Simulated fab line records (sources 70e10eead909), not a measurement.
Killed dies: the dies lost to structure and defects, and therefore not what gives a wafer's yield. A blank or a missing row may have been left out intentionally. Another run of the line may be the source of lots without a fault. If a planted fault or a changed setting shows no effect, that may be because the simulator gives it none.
Matching of chambers / flow nand harc / 3 sister chambers for NHARC_P_M1_PRE_CLEAN_32 on pecvd-01
The step time 12 s. 16 wafers are shown with their chamber, then 8 later ones without.

EACH WAFER AND ITS CHAMBER
wafer=L739.2; chamber=0; heater power w (W)=651
wafer=L739.4; chamber=1; heater power w (W)=719
wafer=L739.6; chamber=0; heater power w (W)=644
wafer=L740.2; chamber=1; heater power w (W)=748
wafer=L740.3; chamber=2; heater power w (W)=746
wafer=L740.5; chamber=0; heater power w (W)=728
wafer=L743.2; chamber=1; heater power w (W)=658
wafer=L743.3; chamber=0; heater power w (W)=725
wafer=L743.5; chamber=1; heater power w (W)=620
wafer=L744.3; chamber=1; heater power w (W)=746
wafer=L744.4; chamber=1; heater power w (W)=731
wafer=L744.5; chamber=0; heater power w (W)=662
wafer=L746.2; chamber=1; heater power w (W)=694
wafer=L746.4; chamber=1; heater power w (W)=675
wafer=L746.6; chamber=0; heater power w (W)=691
wafer=L750.2; chamber=2; heater power w (W)=699

SIGNATURES (averages over the wafers above)
reading=heater power w; chamber 0=683.50; chamber 1=698.88; chamber 2=722.50; scatter within a chamber=41.6
Rule: for a wafer and a chamber, the distance is found by dividing, reading by reading, the gap between the wafer's reading and the chamber's mean by the reading's scatter, squaring, summing and taking the root. The wafer belongs to the nearest chamber; if the next one is less than 2 further off, it can't be placed. The scatter: take each reading less its chamber's mean, square it, sum over the shown wafers, divide by the number of wafers less the number of chambers, and take the root.

WAFERS WITHOUT THEIR CHAMBER
wafer=L750.3; heater power w (W)=586
wafer=L750.4; heater power w (W)=721
wafer=L751.1; heater power w (W)=774
wafer=L751.3; heater power w (W)=722
wafer=L751.4; heater power w (W)=772
wafer=L756.2; heater power w (W)=673
wafer=L756.3; heater power w (W)=659
wafer=L756.6; heater power w (W)=653

THE CHAMBER EACH PASSED THROUGH
wafer=L750.3; from the rows above=can't be placed: 0 or 1 or 2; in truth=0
wafer=L750.4; from the rows above=can't be placed: 2 or 1 or 0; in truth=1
wafer=L751.1; from the rows above=can't be placed: 2 or 1 or 0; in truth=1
wafer=L751.3; from the rows above=can't be placed: 2 or 1 or 0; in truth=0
wafer=L751.4; from the rows above=can't be placed: 2 or 1 or 0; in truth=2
wafer=L756.2; from the rows above=can't be placed: 0 or 1 or 2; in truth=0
wafer=L756.3; from the rows above=can't be placed: 0 or 1 or 2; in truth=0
wafer=L756.6; from the rows above=can't be placed: 0 or 1 or 2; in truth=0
Correct placement for 0 of the 8. Can't be placed from these rows: 8 (the true chamber is among the candidates in 8). Placed wrongly: 0.
